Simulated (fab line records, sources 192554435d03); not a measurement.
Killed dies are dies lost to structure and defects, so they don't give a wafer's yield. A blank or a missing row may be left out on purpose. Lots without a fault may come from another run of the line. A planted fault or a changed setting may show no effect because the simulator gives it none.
Chamber matching | flow n5_finfet | N5_BEOL_M1_ETCH_69 on rie_diel-01: 4 sister chambers
The step etches SiARC in CF4, target depth 15.6 nm, time 26 s. 4 wafers are shown with their chamber, then 12 later ones without.

WAFERS WITH THEIR CHAMBER
wafer  | chamber | drypump_motor_current_A (A)
L086.5 | 2       | 5.7
L087.2 | 1       | 5.7
L089.5 | 3       | 5.1
L089.6 | 0       | 5.6

WAFERS WITHOUT THEIR CHAMBER
wafer  | drypump_motor_current_A (A)
L090.2 | 5.7
L090.5 | 5.7
L090.6 | 5.6
L095.1 | 5.2
L095.2 | 5.7
L095.4 | 5.8
L094.1 | 5.1
L094.2 | 5.7
L094.6 | 5.6
L096.2 | 5.1
L096.4 | 5.7
L096.5 | 5.6

WHICH CHAMBER EACH WENT THROUGH
wafer  | from the rows above     | in truth
L090.2 | can't be placed: 1 or 2 | 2
L090.5 | can't be placed: 1 or 2 | 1
L090.6 | 0                       | 0
L095.1 | 3                       | 3
L095.2 | can't be placed: 1 or 2 | 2
L095.4 | can't be placed: 1 or 2 | 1
L094.1 | 3                       | 3
L094.2 | can't be placed: 1 or 2 | 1
L094.6 | 0                       | 0
L096.2 | 3                       | 3
L096.4 | can't be placed: 1 or 2 | 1
L096.5 | 0                       | 0
Placed correctly: 6 of 12. Can't be placed from these rows: 6 (the true chamber is among the candidates in 6). Placed wrongly: 0.
How it was worked out, from the rows above alone: a wafer's distance from a chamber is the root of the sum, over the readings, of the square of ((its reading less the chamber's mean) divided by the reading's scatter). The wafer belongs to the nearest chamber; if the next one is less than 2 further off, it can't be placed. A chamber's mean is the mean of its shown wafers. The scatter: with one shown wafer a chamber, the root of the mean of the squares of how far each hidden wafer lies from its nearest shown one.
